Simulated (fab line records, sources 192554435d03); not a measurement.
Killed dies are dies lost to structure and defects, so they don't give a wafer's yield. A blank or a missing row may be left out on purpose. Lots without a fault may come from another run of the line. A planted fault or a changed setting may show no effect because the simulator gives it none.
Split-lot experiment | flow n5_finfet | 7 lots, 39 wafers read, on a route of 1938 steps

THE SPLIT
At N5_BEOL_M5_ILD_DEP_00 (deposits SiCOH lowk from DEMS/porogen, target thk 140.64 nm, time 25.9 s), the setting target_thk_a was moved away from the recipe's 1406.4 angstrom on 12 of the 39 wafers read, by -46.0% to +20.7%. The other wafers ran this setting at the recipe's value.

FROM THE SPLIT TO THE READING: what the file shows between them, 1 step
- N5_BEOL_M5_CURE_79: cures SiCOH lowk, time 240 s

THE READING
M5_ILD_THK, in nm, at N5_BEOL_M5_THK_MEAS_01. Fault-free wafers of this fab line usually give 120.9 nm, standard deviation 1.8 nm.

wafer  | tool, chamber at the split | target_thk_a as run, angstrom | against the recipe | M5_ILD_THK, nm | against lot-mates on the recipe
L074.1 | pecvd-02, 2                | 1406.4                        | recipe             | 118.7          | -
L074.2 | pecvd-02, 0                | 1406.4                        | recipe             | 118.9          | -
L074.3 | pecvd-02, 1                | 760.1                         | -46.0%             | 62.6           | -57.1
L074.4 | pecvd-02, 1                | 760.1                         | -46.0%             | 65.8           | -53.9
L074.5 | pecvd-02, 2                | 1406.4                        | recipe             | 121.5          | -
L074.6 | pecvd-02, 0                | 760.1                         | -46.0%             | 64.6           | -55.1
L078.1 | pecvd-04, 1                | 1697                          | +20.7%             | 146.7          | +26.2
L078.2 | pecvd-04, 0                | 1406.4                        | recipe             | 118.9          | -
L078.3 | pecvd-04, 2                | 1406.4                        | recipe             | 121.2          | -
L078.4 | pecvd-04, 2                | 1697                          | +20.7%             | 148.0          | +27.5
L078.5 | pecvd-04, 0                | 1406.4                        | recipe             | 121.5          | -
L078.6 | pecvd-04, 1                | 1697                          | +20.7%             | 148.3          | +27.8
L083.1 | pecvd-04, 0                | 1406.4                        | recipe             | 117.5          | -
L083.2 | pecvd-04, 1                | 1406.4                        | recipe             | 120.4          | -
L083.3 | pecvd-04, 2                | 1406.4                        | recipe             | 122.3          | -
L083.4 | pecvd-04, 0                | 1406.4                        | recipe             | 119.0          | -
L083.5 | pecvd-04, 2                | 1406.4                        | recipe             | 124.1          | -
L083.6 | pecvd-04, 1                | 1406.4                        | recipe             | 123.2          | -
L089.1 | pecvd-04, 0                | 1406.4                        | recipe             | 118.5          | -
L089.2 | pecvd-04, 1                | 946.5                         | -32.7%             | 80.7           | -40.5
L089.3 | pecvd-04, 2                | 1406.4                        | recipe             | 122.2          | -
L089.4 | pecvd-04, 0                | 946.5                         | -32.7%             | 78.5           | -42.7
L089.5 | pecvd-04, 1                | 1406.4                        | recipe             | 123.0          | -
L089.6 | pecvd-04, 2                | 946.5                         | -32.7%             | 84.3           | -36.9
L088.1 | pecvd-02, 1                | 1406.4                        | recipe             | 122.3          | -
L088.2 | pecvd-02, 2                | 1406.4                        | recipe             | 121.6          | -
L088.3 | pecvd-02, 0                | 1406.4                        | recipe             | 122.6          | -
L088.4 | pecvd-02, 0                | 1406.4                        | recipe             | 123.4          | -
L088.5 | pecvd-02, 1,2              | 1406.4                        | recipe             | 123.0          | -
L088.6 | pecvd-02, 1,2              | 1406.4                        | recipe             | 123.1          | -
L092.1 | pecvd-04, 0                | 823.8                         | -41.4%             | 69.3           | -53.9
L092.2 | pecvd-04, 2                | 823.8                         | -41.4%             | 73.6           | -49.6
L092.3 | pecvd-04, 1                | 1406.4                        | recipe             | 121.8          | -
L092.4 | pecvd-04, 1                | 1406.4                        | recipe             | 123.0          | -
L092.5 | pecvd-04, 0                | 823.8                         | -41.4%             | 68.9           | -54.3
L092.6 | pecvd-04, 2                | 1406.4                        | recipe             | 124.8          | -
L095.1 | pecvd-03, 2                | 1406.4                        | recipe             | 119.0          | -
L095.3 | pecvd-03, 1                | 1406.4                        | recipe             | 119.7          | -
L095.5 | pecvd-03, 0                | 1406.4                        | recipe             | 120.9          | -
Where a row lists several chambers, the file gives one row for several wafers and doesn't say which wafer went through which chamber.

THE FIT
A straight line over all 39 wafers: M5_ILD_THK changes by +1.24 nm for each +1% of target_thk_a; r = +1.00; the points scatter about the line by 1.9 nm.
The same after taking each lot's own level away (the mean of its wafers on the recipe; 39 wafers): +1.24 nm for each +1%; r = +1.00; scatter 1.8 nm.
On that fit, the largest move of target_thk_a shifts the reading by 57 nm.
The lots' own levels span 119.70 to 123.20 nm, that is 1.9 times the standard deviation above.
So the lot-to-lot level changes the slope little: the two slopes agree.
Check: with one of the wafers moved furthest among these (-46.0%) left out of the fit, the line predicts -56.9 nm for it against its lot-mates. It came out at -57.1 nm against them.

THE WHOLE CHAIN: every reading that the file lists as answering this split, in the file's order
step                   | what it does                                                             | reading                                                                                  | change (the file's fit)              | r (the file's)
N5_BEOL_M5_ILD_DEP_00  | deposits SiCOH lowk from DEMS/porogen, target thk 140.64 nm, time 25.9 s | SiCOH_lowk_of_BEOL_M5_ILD_DEP_00.thk_nm (the simulator's own value, which no gauge read) | +1.43 nm for each +1% of the setting | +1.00
N5_BEOL_M5_CURE_79     | cures SiCOH lowk, time 240 s                                             | SiCOH_lowk_of_BEOL_M5_ILD_DEP_00.thk_nm (the simulator's own value, which no gauge read) | +1.24 nm for each +1% of the setting | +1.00
N5_BEOL_M5_THK_MEAS_01 |                                                                          | M5_ILD_THK                                                                               | +1.24 for each +1% of the setting    | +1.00

THE FILE'S OWN FIT
M5_ILD_THK changes by +1.24 nm for each +1% of target_thk_a, r = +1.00.
